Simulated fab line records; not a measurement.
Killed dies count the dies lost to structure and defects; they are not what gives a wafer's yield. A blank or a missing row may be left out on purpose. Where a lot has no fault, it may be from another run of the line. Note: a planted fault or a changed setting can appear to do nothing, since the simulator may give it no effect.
fab line records	flow nandHarc
[record] lots = 24	wafers = 72	lastDay = 33
route steps=1302 shown A_CONTACT@1025
lots that met no fault: taken from a fault-free run of the same line
startH: hours from the record's first day to the start of the lot's first wafer shown	waitH: hours elapsed since this lot's preceding step	" identical to the entry in the row above	L1.1+2: one row covering several wafers at once	- value missing, or start not given	* or withheld: withheld	< > ~ a bound
route shown NAME@n: a module of which the file shows steps, and the number in the route of the first	usual: average and standard deviation across the fault-free wafers	same: alike in all rows	chamber/n: place in a boat	sites: per-site readings	_std_site: the values' standard deviation	_edge_site: mean of outer sites minus mean of inner sites	radiusMm: for every site, how far away it sits from the centre of the wafer	mask NAME#n: copy n	behind: the most recent tool/chamber to have shaped the wafer	hold: the reason the lot was held/the length of the hold in hours/how it ended	device: which transistor (n, p or np) failed to switch	end of line: the same wafers' tests at the end of the route	step lacking rows: just its recipe	killed: dies that structure and defects cost at the first sort, which is not the same as the wafer's yield	map: dies across one wafer; x = killed, . = not, _ = none there
set.NAME: setting as actually run; set.NAME@STEP: the setting as run at that earlier step	model.NAME: the simulator's own value behind a step, which no gauge read
steps of the route over a sample of lots; a table a step, a row a wafer
services: from which hour (startH, from the record's first day; less than 0 if before it) a tool's chamber was out of use, for how many hours, and why
[[steps]]
[step NHARC_A_CONTACT_STRIP_55]
[recipe] o2FlowSccm = 500	arFlowSccm = 0	biasW = 0	chemistry = O2
[usual] drypumpMotorCurrentA = 5.6/0.48	oesProductAu = 1.002/0.012	rfVppV = 58.0/0.84	showerheadPlenumPTorr = 3.60/0.087	throttleValvePct = 17.036/0.0099
lot.wafer	tool	chamber	startH	waitH	drypumpMotorCurrentA	oesProductAu	rfHoursCounterH	rfVppV	showerheadPlenumPTorr	throttleValvePct
L074.2	rieDiel-01	2	-	-	6.4	1.009	16	57.8	3.71	17.034
L074.3	"	3	"	"	5.5	1.018	20	58.2	3.55	17.038
L074.5	"	1	"	"	5.1	1.014	-	57.2	3.68	17.058
L076.1	rieDiel-01	2	-	-	6.4	1.001	18	57.8	3.71	17.034
L076.4	"	3	"	"	5.5	1.002	21	57.6	3.55	17.030
L076.2	"	0	"	"	5.4	1.008	21	59.8	3.58	17.018
L077.4	rieDiel-01	0	-	-	5.4	1.020	22	58.0	3.58	17.022
L077.3	"	2	"	"	6.4	0.992	20	59.4	3.71	17.047
L077.5	"	3	"	"	5.5	1.011	-	57.2	3.55	17.042
L075.2	rieDiel-12	0	-	-	6.0	1.009	28	58.1	3.52	17.037
L075.4	"	1	"	"	6.3	1.029	26	57.8	3.50	17.036
L075.5	"	0	"	"	6.0	0.999	-	59.3	3.52	17.042
L078.1	rieDiel-01	0	-	-	5.4	1.012	24	56.5	3.58	17.037
L078.3	"	1	"	"	5.1	1.000	24	58.8	3.68	17.053
L078.5	"	3	"	"	5.5	1.019	-	57.0	3.55	17.024
L079.1	rieDiel-05	1	-	-	6.3	0.988	41	57.7	3.71	17.026
L079.4	"	3	"	"	5.5	1.000	42	56.4	3.47	17.035
L079.5	"	1	"	"	6.3	0.994	-	58.9	3.71	17.032
L080.1	rieDiel-01	3	-	-	5.5	0.995	29	57.8	3.55	17.033
L080.2	"	0	"	"	5.4	1.002	29	58.7	3.58	17.030
L080.6	"	1	"	"	5.1	0.999	-	57.3	3.67	17.037
L082.1	rieDiel-01	0	-	-	5.4	0.979	1	57.8	3.58	17.019
L082.4	"	1	"	"	5.1	1.009	1	59.3	3.67	17.042
L082.2	"	3	"	"	5.5	0.998	1	56.9	3.55	17.028
L081.3	rieDiel-01	0	-	-	5.5	0.985	1	57.5	3.58	17.060
L081.2	"	1	"	"	5.1	1.005	2	58.6	3.67	17.040
L081.6	"	2	"	"	6.4	0.988	-	57.5	3.71	17.037
L085.3	rieDiel-01	3	-	-	5.5	1.013	6	57.0	3.54	17.028
L085.6	"	3	"	"	5.5	1.006	-	58.2	3.54	17.047
L085.5	"	0	"	"	5.4	0.998	-	57.1	3.58	17.049
L084.2	rieDiel-01	2	-	-	6.4	1.003	7	57.5	3.70	17.044
L084.4	"	3	"	"	5.5	1.017	6	57.3	3.54	17.031
L084.6	"	1	"	"	5.1	1.007	-	57.9	3.67	17.031
L083.3	rieDiel-05	3	-	-	5.5	0.986	4	58.9	3.46	17.049
L083.1	"	2	"	"	5.7	1.016	4	58.4	3.74	17.041
L083.4	"	2	"	"	5.7	1.030	-	58.2	3.74	17.028
L086.3	rieDiel-12	2	-	-	5.4	0.999	55	58.3	3.59	17.034
L086.5	"	3	"	"	5.1	0.992	-	57.0	3.54	17.033
L086.6	"	0	"	"	6.0	0.977	-	57.6	3.50	17.035
L087.4	rieDiel-12	1	-	-	6.3	1.027	58	57.4	3.48	17.020
L087.2	"	2	"	"	5.4	1.011	55	58.3	3.59	17.063
L087.5	"	3	"	"	5.2	0.998	-	57.9	3.54	17.039
L088.3	rieDiel-01	3	-	-	5.5	1.018	13	57.4	3.54	17.033
L088.1	"	0	"	"	5.4	0.992	12	58.5	3.57	17.033
L088.5	"	2	"	"	6.4	0.999	-	58.9	3.70	17.040
L089.3	rieDiel-01	0	-	-	5.4	0.999	13	56.7	3.57	17.046
L089.6	"	0	"	"	5.4	0.994	-	57.7	3.57	17.040
L089.5	"	1	"	"	5.1	1.004	-	58.3	3.66	17.019
L090.3	rieDiel-05	3	-	-	5.5	0.992	20	57.5	3.45	17.048
L090.1	"	0	"	"	5.6	0.987	13	58.0	3.38	17.036
L090.4	"	2	"	"	5.7	1.014	22	57.5	3.73	17.032
L092.1	rieDiel-01	2	-	-	6.4	0.995	19	57.8	3.70	17.039
L092.4	"	3	"	"	5.5	1.025	18	58.3	3.54	17.021
L092.6	"	2	"	"	6.4	0.994	-	58.6	3.70	17.031
L091.1	rieDiel-01	2	-	-	6.4	0.989	19	57.5	3.70	17.043
L091.2	"	3	"	"	5.5	1.013	18	56.7	3.54	17.048
L091.6	"	1	"	"	5.1	1.008	-	58.7	3.66	17.041
L093.1	rieDiel-12	0	-	-	6.0	0.993	19	58.5	3.49	17.026
L093.2	"	1	"	"	6.3	1.013	20	58.4	3.47	17.049
L093.6	"	1	"	"	6.3	1.007	-	57.7	3.47	17.034
L094.1	rieDiel-01	1	-	-	5.1	1.001	26	57.8	3.66	17.024
L094.2	"	3	"	"	5.5	1.016	23	57.3	3.53	17.030
L094.6	"	0	"	"	5.4	0.992	-	57.0	3.57	17.036
L095.3	rieDiel-01	2	-	-	6.4	0.984	23	58.8	3.69	17.030
L095.6	"	1	"	"	5.1	0.998	-	57.9	3.66	17.017
L095.5	"	2	"	"	6.4	0.994	-	58.3	3.70	17.035
L096.3	rieDiel-12	3	-	-	5.2	0.977	17	58.8	3.53	17.048
L096.2	"	2	"	"	5.4	1.020	18	57.2	3.58	17.034
L096.5	"	3	"	"	5.2	0.991	-	59.0	3.53	17.020
L097.3	rieDiel-01	0	-	-	5.4	0.996	29	59.0	3.56	17.057
L097.4	"	3	"	"	5.5	1.019	29	57.8	3.53	17.036
L097.6	"	0	"	"	5.4	0.998	-	57.8	3.56	17.037
[step NHARC_A_CONTACT_DEP_57]
[recipe] targetThkA = 53000	tempC = 400	material = aC
[usual] susceptorTempC = 400.02/0.2	throttleValvePct = 35.001/0.0091
lot.wafer	tool	chamber	startH	waitH	susceptorTempC	throttleValvePct
L074.2	aclDep-01	0	504.70	-	-	35.003
L074.3	"	0	"	"	-	34.994
L074.5	"	0	506.29	-	-	34.998
L076.1	aclDep-01	0	517.41	-	400.13	34.995
L076.2	"	0	"	"	400.42	35.001
L076.4	"	0	519.02	-	400.43	35.009
L077.3	aclDep-03	0	520.96	-	400.13	34.994
L077.4	"	0	"	"	399.97	34.999
L077.5	"	0	"	"	399.93	35.001
L075.2	aclDep-01	0	524.98	-	-	34.987
L075.4	"	0	526.04	-	-	35.008
L075.5	"	0	"	"	-	34.990
L078.1	aclDep-03	0	525.41	-	-	35.023
L078.3	"	0	526.48	-	-	35.007
L078.5	"	0	527.55	-	-	34.993
L079.1	aclDep-01	0	533.24	-	400.12	34.986
L079.4	"	0	534.86	-	400.17	34.999
L079.5	"	0	"	"	399.79	35.000
L080.1	aclDep-02	0	551.59	-	-	34.999
L080.2	"	0	"	"	-	35.004
L080.6	"	0	554.25	-	-	34.997
L082.1	aclDep-02	0	578.20	-	-	35.009
L082.2	"	0	"	"	-	34.999
L082.4	"	0	579.78	-	-	35.009
L081.2	aclDep-03	0	580.46	-	400.13	34.994
L081.3	"	0	"	"	399.99	35.002
L081.6	"	0	582.62	-	400.09	34.997
L085.3	aclDep-03	0	604.68	-	399.87	34.998
L085.5	"	0	605.76	-	399.90	34.989
L085.6	"	0	"	"	400.05	34.987
L084.2	aclDep-03	0	607.38	-	-	35.006
L084.4	"	0	608.44	-	-	35.005
L084.6	"	0	609.50	-	-	35.000
L083.1	aclDep-01	0	609.38	-	400.03	34.988
L083.3	"	0	610.47	-	400.16	34.997
L083.4	"	0	"	"	400.22	34.991
L086.3	aclDep-03	0	625.33	-	-	34.992
L086.5	"	0	626.40	-	-	34.986
L086.6	"	0	"	"	-	35.015
L087.2	aclDep-03	0	628.00	-	-	35.011
L087.4	"	0	629.06	-	-	34.987
L087.5	"	0	"	"	-	35.006
L088.1	aclDep-01	0	633.38	-	399.67	35.005
L088.3	"	0	634.46	-	399.56	35.012
L088.5	"	0	635.53	-	399.54	34.997
L089.3	aclDep-01	0	637.70	-	400.11	34.980
L089.5	"	0	638.80	-	400.30	35.014
L089.6	"	0	"	"	400.00	34.996
L090.1	aclDep-03	0	663.07	-	-	34.993
L090.3	"	0	664.13	-	-	35.015
L090.4	"	0	"	"	-	35.002
L092.1	aclDep-02	0	667.36	-	399.81	34.979
L092.4	"	0	669.00	-	399.97	34.999
L092.6	"	0	670.08	-	400.16	35.006
L091.1	aclDep-02	0	672.50	-	400.25	35.003
L091.2	"	0	"	"	400.18	35.013
L091.6	"	0	675.19	-	400.21	34.991
L093.1	aclDep-02	0	696.51	-	400.06	35.002
L093.2	"	0	"	"	399.90	35.013
L093.6	"	0	699.25	-	399.78	35.003
L094.1	aclDep-01	0	700.99	-	400.23	34.991
L094.2	"	0	"	"	399.87	35.011
L094.6	"	0	703.71	-	400.09	34.987
L095.3	aclDep-02	0	702.71	-	400.30	34.991
L095.5	"	0	703.79	-	399.91	34.998
L095.6	"	0	"	"	399.99	34.991
L096.2	aclDep-01	0	704.79	-	399.83	34.997
L096.3	"	0	"	"	400.21	35.015
L096.5	"	0	706.39	-	399.86	35.003
L097.3	aclDep-02	0	726.96	-	400.11	34.987
L097.4	"	0	"	"	399.80	35.007
L097.6	"	0	728.57	-	400.05	35.000
[step NHARC_A_CONTACT_CD_MEAS_69]
[recipe] targetCdNm = 300	landingEnergyEv = 500
[usual] cdNm = 300.3/0.72
lot.wafer	tool	chamber	startH	waitH	cdNm
L074.2	cdSem-02	0	508.10	-	300.8
L074.3	"	0	"	"	300.5
L074.5	"	0	"	"	299.7
L076.1	cdSem-02	0	521.38	-	299.3
L076.2	"	0	"	"	300.3
L076.4	"	0	"	"	300.8
L077.3	cdSem-02	0	523.75	-	299.9
L077.4	"	0	"	"	299.4
L077.5	"	0	"	"	299.5
L075.2	cdSem-03	0	528.26	-	301.9
L075.4	"	0	"	"	301.2
L075.5	"	0	"	"	300.2
L078.1	cdSem-03	0	529.36	-	299.7
L078.3	"	0	"	"	299.4
L078.5	"	0	"	"	299.3
L079.1	cdSem-02	0	537.21	-	299.7
L079.4	"	0	"	"	300.4
L079.5	"	0	"	"	300.9
L080.1	cdSem-03	0	555.53	-	300.4
L080.2	"	0	"	"	301.2
L080.6	"	0	"	"	302.0
L082.1	cdSem-03	0	582.09	-	300.2
L082.2	"	0	"	"	301.3
L082.4	"	0	"	"	301.0
L081.2	cdSem-03	0	583.90	-	300.6
L081.3	"	0	"	"	299.1
L081.6	"	0	"	"	299.6
L085.3	cdSem-03	0	607.63	-	301.8
L085.5	"	0	"	"	301.9
L085.6	"	0	"	"	300.5
L084.2	cdSem-03	0	610.78	-	298.6
L084.4	"	0	"	"	299.4
L084.6	"	0	"	"	300.7
L083.1	cdSem-02	0	613.48	-	300.4
L083.3	"	0	"	"	300.5
L083.4	"	0	"	"	300.3
L086.3	cdSem-03	0	628.09	-	300.1
L086.5	"	0	"	"	298.9
L086.6	"	0	"	"	299.0
L087.2	cdSem-02	0	631.29	-	299.9
L087.4	"	0	"	"	299.3
L087.5	"	0	"	"	300.5
L088.1	cdSem-03	0	637.35	-	299.5
L088.3	"	0	"	"	299.5
L088.5	"	0	"	"	300.2
L089.3	cdSem-02	0	640.65	-	300.9
L089.5	"	0	"	"	300.8
L089.6	"	0	"	"	300.6
L090.1	cdSem-02	0	666.99	-	299.3
L090.3	"	0	"	"	300.9
L090.4	"	0	"	"	300.9
L092.1	cdSem-02	0	671.37	-	300.3
L092.4	"	0	"	"	300.3
L092.6	"	0	"	"	299.3
L091.1	cdSem-02	0	676.35	-	301.2
L091.2	"	0	"	"	300.7
L091.6	"	0	"	"	300.4
L093.1	cdSem-03	0	700.42	-	298.8
L093.2	"	0	"	"	300.4
L093.6	"	0	"	"	300.7
L094.1	cdSem-03	0	705.00	-	299.6
L094.2	"	0	"	"	299.9
L094.6	"	0	"	"	299.1
L095.3	cdSem-02	0	705.71	-	301.3
L095.5	"	0	"	"	300.5
L095.6	"	0	"	"	301.4
L096.2	cdSem-03	0	708.23	-	299.8
L096.3	"	0	"	"	300.0
L096.5	"	0	"	"	300.8
L097.3	cdSem-03	0	729.85	-	299.9
L097.4	"	0	"	"	299.5
L097.6	"	0	"	"	300.3
[step NHARC_A_CONTACT_OVL_MEAS_70]
[usual] overlayXNm = -0.2/0.94	overlayYNm = -0.2/0.94
lot.wafer	tool	chamber	startH	waitH	overlayXNm	overlayYNm
L074.2	overlay-01	-	508.18	-	-1.4	0.2
L074.3	"	-	"	"	-1.1	-0.4
L074.5	"	-	"	"	-0.5	0.4
L076.1	overlay-01	-	521.46	-	0.5	-1.3
L076.2	"	-	"	"	-0.2	-0.6
L076.4	"	-	"	"	0.3	-0.8
L077.3	overlay-01	-	523.83	-	-1.4	0.2
L077.4	"	-	"	"	-1.5	0.4
L077.5	"	-	"	"	-1.3	-0.3
L075.2	overlay-01	-	528.34	-	2.2	-1.8
L075.4	"	-	"	"	1.4	-1.2
L075.5	"	-	"	"	1.5	-2.4
L078.1	overlay-02	-	529.44	-	0.1	-1.3
L078.3	"	-	"	"	0.2	-1.3
L078.5	"	-	"	"	-0.1	-1.2
L079.1	overlay-02	-	537.30	-	0.5	1.3
L079.4	"	-	"	"	0.0	1.4
L079.5	"	-	"	"	0.4	1.3
L080.1	overlay-01	-	555.62	-	1.2	0.5
L080.2	"	-	"	"	1.3	0.4
L080.6	"	-	"	"	1.1	0.1
L082.1	overlay-02	-	582.18	-	-1.2	-1.4
L082.2	"	-	"	"	-1.4	-1.0
L082.4	"	-	"	"	-1.2	-1.0
L081.2	overlay-02	-	583.99	-	0.9	-0.2
L081.3	"	-	"	"	0.4	-0.3
L081.6	"	-	"	"	0.3	-0.5
L085.3	overlay-02	-	607.72	-	0.7	1.0
L085.5	"	-	"	"	0.5	1.3
L085.6	"	-	"	"	0.8	1.2
L084.2	overlay-01	-	610.86	-	-1.4	-0.9
L084.4	"	-	"	"	-1.5	-0.8
L084.6	"	-	"	"	-1.9	-0.7
L083.1	overlay-02	-	613.57	-	0.0	-0.4
L083.3	"	-	"	"	0.5	-0.4
L083.4	"	-	"	"	-0.1	-0.7
L086.3	overlay-02	-	628.17	-	-0.7	-0.5
L086.5	"	-	"	"	0.1	-1.0
L086.6	"	-	"	"	0.3	-1.0
L087.2	overlay-02	-	631.38	-	-0.6	1.0
L087.4	"	-	"	"	0.1	0.6
L087.5	"	-	"	"	-0.5	1.0
L088.1	overlay-02	-	637.43	-	0.2	0.1
L088.3	"	-	"	"	0.4	0.2
L088.5	"	-	"	"	-0.3	-0.1
L089.3	overlay-02	-	640.74	-	-1.1	1.9
L089.5	"	-	"	"	-1.1	2.0
L089.6	"	-	"	"	-0.7	1.9
L090.1	overlay-02	-	667.08	-	0.7	-1.8
L090.3	"	-	"	"	0.9	-1.2
L090.4	"	-	"	"	1.0	-1.2
L092.1	overlay-02	-	671.46	-	-1.4	-0.5
L092.4	"	-	"	"	-1.5	-0.2
L092.6	"	-	"	"	-1.2	-0.2
L091.1	overlay-01	-	676.44	-	1.3	-0.2
L091.2	"	-	"	"	0.9	-0.5
L091.6	"	-	"	"	1.1	-0.2
L093.1	overlay-01	-	700.50	-	-0.6	0.3
L093.2	"	-	"	"	-0.7	-0.4
L093.6	"	-	"	"	-1.1	0.5
L094.1	overlay-01	-	705.08	-	1.0	-0.1
L094.2	"	-	"	"	0.6	-0.3
L094.6	"	-	"	"	0.6	0.2
L095.3	overlay-02	-	705.79	-	-0.2	0.4
L095.5	"	-	"	"	-0.4	0.0
L095.6	"	-	"	"	-0.6	0.1
L096.2	overlay-01	-	708.32	-	0.1	-1.4
L096.3	"	-	"	"	-0.3	-1.6
L096.5	"	-	"	"	-0.7	-1.5
L097.3	overlay-01	-	729.94	-	-2.0	-0.4
L097.4	"	-	"	"	-1.9	-0.6
L097.6	"	-	"	"	-1.9	-0.2
[step NHARC_A_CONTACT_ETCH_128]
[recipe] sourceW = withheld	pressureMtorr = 20	biasV = 3000	timeS = 197	targetDepthA = 19180	arFlowSccm = withheld	c4f8FlowSccm = withheld	o2FlowSccm = withheld	chemistry = C4F8/O2/Ar
lot.wafer	tool	chamber	startH	waitH	rfHoursCounterH
L074.2	harCapEtch-03	1	510.58	0.1	44
L074.3	"	1	"	"	-
L074.5	"	0	"	"	-
L076.2	harCapEtch-03	1	523.83	0.1	47
L076.1	"	0	"	"	47
L076.4	"	0	"	"	-
L077.4	harCapEtch-02	1	526.25	0.1	-
L077.3	"	0	"	"	-
L077.5	"	1	"	"	-
L075.2	harCapEtch-03	0	531.21	0.1	49
L075.4	"	0	"	"	-
L075.5	"	0	"	"	-
L078.1	harCapEtch-02	1	531.81	0.1	91
L078.3	"	1	"	"	-
L078.5	"	1	"	"	-
L079.1	harCapEtch-02	1	540.07	0.1	92
L079.4	"	0	"	"	-
L079.5	"	0	"	"	-
L080.2	harCapEtch-03	1	557.99	0.1	53
L080.1	"	0	"	"	53
L080.6	"	0	"	"	-
L082.2	harCapEtch-02	0	584.57	0.1	97
L082.1	"	1	"	"	97
L082.4	"	1	"	"	-
L081.2	harCapEtch-01	0	586.35	0.1	15
L081.3	"	1	"	"	-
L081.6	"	0	"	"	-
L085.3	harCapEtch-01	0	610.16	0.1	-
L085.5	"	0	"	"	-
L085.6	"	1	"	"	-
L084.2	harCapEtch-01	1	613.96	0.1	21
L084.4	"	1	"	"	-
L084.6	"	1	"	"	-
L083.1	harCapEtch-02	0	615.97	0.1	105
L083.3	"	1	"	"	-
L083.4	"	0	"	"	-
L086.3	harCapEtch-02	1	630.78	0.1	-
L086.6	"	1	"	"	-
L086.5	"	0	"	"	-
L087.2	harCapEtch-02	1	634.60	0.1	108
L087.4	"	0	"	"	-
L087.5	"	1	"	"	-
L088.1	harCapEtch-03	1	640.06	0.2	68
L088.3	"	1	"	"	-
L088.5	"	0	"	"	-
L089.3	harCapEtch-01	0	643.17	0.1	-
L089.6	"	0	"	"	-
L089.5	"	1	"	"	-
L090.1	harCapEtch-01	1	669.49	0.1	32
L090.4	"	0	"	"	-
L090.3	"	1	"	"	-
L092.1	harCapEtch-03	0	673.83	0.1	73
L092.4	"	0	"	"	-
L092.6	"	1	"	"	-
L091.2	harCapEtch-02	1	678.80	0.1	115
L091.1	"	0	"	"	115
L091.6	"	0	"	"	-
L093.2	harCapEtch-03	1	702.87	0.1	78
L093.1	"	0	"	"	78
L093.6	"	0	"	"	-
L094.1	harCapEtch-02	1	707.61	0.1	121
L094.2	"	0	"	"	121
L094.6	"	1	"	"	-
L095.3	harCapEtch-01	0	708.79	0.1	-
L095.6	"	0	"	"	-
L095.5	"	1	"	"	-
L096.2	harCapEtch-03	0	710.69	0.1	80
L096.3	"	0	"	"	-
L096.5	"	0	"	"	-
L097.4	harCapEtch-03	0	732.37	0.1	-
L097.3	"	1	"	"	-
L097.6	"	1	"	"	-
[step NHARC_A_CONTACT_ETCH_91]
[recipe] targetDepthA = 400	overEtchFrac = 0.5	timeS = 85.7	ionEnergyEv = 120	ch3fFlowSccm = 50	o2FlowSccm = 30	arFlowSccm = 200	rfW = 500	biasW = 100	chemistry = CH3F/O2
[usual] drypumpMotorCurrentA = 5.7/0.45	oesProductAu = 0.94/0.031	rfVppV = 245.0/1.3	showerheadPlenumPTorr = 2.50/0.072	throttleValvePct = 20.662/0.0087
lot.wafer	tool	chamber	startH	waitH	drypumpMotorCurrentA	oesProductAu	rfHoursCounterH	rfVppV	showerheadPlenumPTorr	throttleValvePct
L074.3	rieDiel-01	2	512.21	0.5	6.4	0.94	18	245.1	2.59	20.675
L074.2	"	0	"	"	5.4	0.94	21	244.4	2.50	20.647
L074.5	"	3	"	"	5.5	0.94	-	244.5	2.47	20.676
L076.2	rieDiel-01	2	525.50	0.7	6.4	0.92	21	245.6	2.59	20.659
L076.4	"	0	"	"	5.4	0.92	24	245.0	2.50	20.666
L076.1	"	1	"	"	5.1	0.92	24	246.6	2.57	20.666
L077.4	rieDiel-12	3	527.87	0.6	5.1	1.00	29	245.2	2.48	20.662
L077.3	"	1	"	"	6.2	1.04	27	245.0	2.44	20.669
L077.5	"	3	"	"	5.1	1.00	-	244.2	2.48	20.655
L075.2	rieDiel-01	3	532.87	0.7	5.5	1.01	26	245.1	2.47	20.665
L075.4	"	0	"	"	5.4	1.00	25	246.5	2.50	20.656
L075.5	"	0	"	"	5.4	1.00	-	245.5	2.50	20.666
L078.1	rieDiel-01	3	533.71	0.9	5.5	0.93	26	244.7	2.47	20.672
L078.3	"	1	"	"	5.1	0.93	26	244.6	2.56	20.661
L078.5	"	2	"	"	6.4	0.92	-	244.2	2.59	20.675
L079.1	rieDiel-01	0	541.72	0.6	5.4	0.94	27	243.2	2.50	20.669
L079.4	"	3	"	"	5.5	0.92	28	244.2	2.47	20.655
L079.5	"	0	"	"	5.4	0.92	-	244.2	2.50	20.680
L080.2	rieDiel-05	2	559.65	0.7	5.7	0.95	43	246.6	2.62	20.684
L080.1	"	3	"	"	5.5	0.92	52	245.4	2.42	20.667
L080.6	"	3	"	"	5.5	0.94	-	242.4	2.42	20.670
L082.2	rieDiel-12	2	586.22	0.7	5.4	0.93	45	244.8	2.51	20.668
L082.4	"	0	"	"	5.9	0.93	48	244.1	2.44	20.653
L082.1	"	1	"	"	6.3	0.94	47	244.1	2.43	20.662
L081.3	rieDiel-01	2	588.04	0.5	6.4	0.91	4	247.3	2.59	20.673
L081.2	"	3	"	"	5.5	0.93	3	243.1	2.47	20.669
L081.6	"	1	"	"	5.1	0.92	-	245.7	2.56	20.665
L085.3	rieDiel-12	3	611.80	0.6	5.1	0.92	53	243.8	2.47	20.638
L085.6	"	1	"	"	6.2	0.94	-	244.6	2.43	20.669
L085.5	"	2	"	"	5.4	0.94	-	246.1	2.50	20.667
L084.4	rieDiel-01	2	615.63	0.6	6.4	0.93	10	245.9	2.58	20.653
L084.2	"	1	"	"	5.1	0.92	10	246.7	2.56	20.666
L084.6	"	2	"	"	6.4	0.93	-	247.2	2.58	20.661
L083.1	rieDiel-05	3	617.62	0.6	5.5	0.92	7	242.8	2.41	20.663
L083.3	"	1	"	"	6.3	0.92	7	246.9	2.58	20.653
L083.4	"	1	"	"	6.3	0.92	-	246.7	2.58	20.671
L086.3	rieDiel-05	1	632.49	0.7	6.4	0.94	16	246.2	2.58	20.660
L086.5	"	3	"	"	5.5	0.93	-	243.7	2.41	20.657
L086.6	"	0	"	"	5.6	0.93	-	242.9	2.36	20.646
L087.2	rieDiel-12	0	636.25	0.6	6.0	0.99	1	244.4	2.44	20.653
L087.4	"	1	"	"	6.3	1.00	1	243.8	2.43	20.659
L087.5	"	1	"	"	6.3	1.00	-	243.8	2.43	20.667
L088.1	rieDiel-01	0	642.19	0.9	5.4	0.93	15	245.3	2.49	20.668
L088.3	"	1	"	"	5.1	0.93	18	244.6	2.56	20.674
L088.5	"	3	"	"	5.5	0.95	-	244.9	2.46	20.655
L089.3	rieDiel-01	1	644.80	0.6	5.1	0.93	18	244.6	2.56	20.661
L089.6	"	1	"	"	5.1	0.92	-	244.5	2.56	20.651
L089.5	"	2	"	"	6.4	0.91	-	245.6	2.58	20.670
L090.1	rieDiel-01	1	671.14	0.6	5.1	0.93	22	247.0	2.55	20.660
L090.4	"	2	"	"	6.4	0.94	20	245.4	2.58	20.661
L090.3	"	0	"	"	5.4	0.94	19	244.3	2.49	20.672
L092.4	rieDiel-12	2	675.51	0.6	5.4	1.01	12	245.8	2.50	20.662
L092.1	"	3	"	"	5.1	0.98	10	243.5	2.47	20.662
L092.6	"	0	"	"	6.0	1.00	-	242.9	2.44	20.669
L091.2	rieDiel-05	2	680.49	0.7	5.7	0.97	26	247.6	2.60	20.658
L091.1	"	3	"	"	5.5	0.93	24	243.0	2.40	20.653
L091.6	"	2	"	"	5.7	0.96	-	246.4	2.60	20.676
L093.1	rieDiel-01	1	704.57	0.7	5.0	0.93	27	246.0	2.55	20.667
L093.2	"	2	"	"	6.4	0.92	24	245.2	2.58	20.653
L093.6	"	3	"	"	5.5	0.95	-	245.8	2.46	20.656
L094.2	rieDiel-05	1	709.28	0.7	6.3	1.00	37	245.1	2.57	20.659
L094.1	"	2	"	"	5.7	0.95	38	247.2	2.60	20.664
L094.6	"	1	"	"	6.3	1.00	-	244.2	2.57	20.665
L095.3	rieDiel-01	0	710.42	0.6	5.4	0.92	27	245.2	2.48	20.660
L095.6	"	3	"	"	5.5	0.95	-	245.9	2.46	20.661
L095.5	"	0	"	"	5.4	0.91	-	245.8	2.48	20.652
L096.3	rieDiel-01	2	712.37	0.6	6.4	0.91	27	245.4	2.58	20.645
L096.2	"	0	"	"	5.3	0.92	27	243.8	2.48	20.654
L096.5	"	3	"	"	5.5	0.95	-	244.6	2.46	20.666
L097.4	rieDiel-05	2	734.01	0.6	5.7	0.92	43	244.6	2.60	20.655
L097.3	"	3	"	"	5.6	0.92	44	242.1	2.39	20.666
L097.6	"	0	"	"	5.7	0.90	-	243.1	2.34	20.656
[[services]]
tool	chamber	startH	hours	kind
aclDep-03	-	482.39	13.0	pm
rieDiel-01	0	489.09	-	clean
rieDiel-01	1	489.09	-	clean
rieDiel-01	2	489.09	-	clean
rieDiel-01	3	489.09	-	clean
harCapEtch-01	-	497.00	17.0	pm
harCapEtch-02	-	503.20	1.2	repair
rieDiel-05	2	504.00	8.9	repair
rieDiel-01	0	513.63	-	clean
rieDiel-01	1	513.63	-	clean
rieDiel-01	2	513.63	-	clean
rieDiel-01	3	513.63	-	clean
aclDep-01	-	553.87	13.0	pm
rieDiel-01	-	559.09	9.0	pm
rieDiel-05	0	561.94	66.9	repair
rieDiel-05	-	583.72	9.0	pm
aclDep-02	-	609.34	13.0	pm
rieDiel-12	-	623.27	9.0	pm
rieDiel-01	2	628.54	2.9	repair
rieDiel-05	3	645.74	6.0	repair
aclDep-03	-	666.24	13.0	pm
rieDiel-05	1	678.73	14.6	repair
rieDiel-05	2	714.70	11.4	repair
rieDiel-05	0	719.54	5.1	repair
[[key]]
fault none
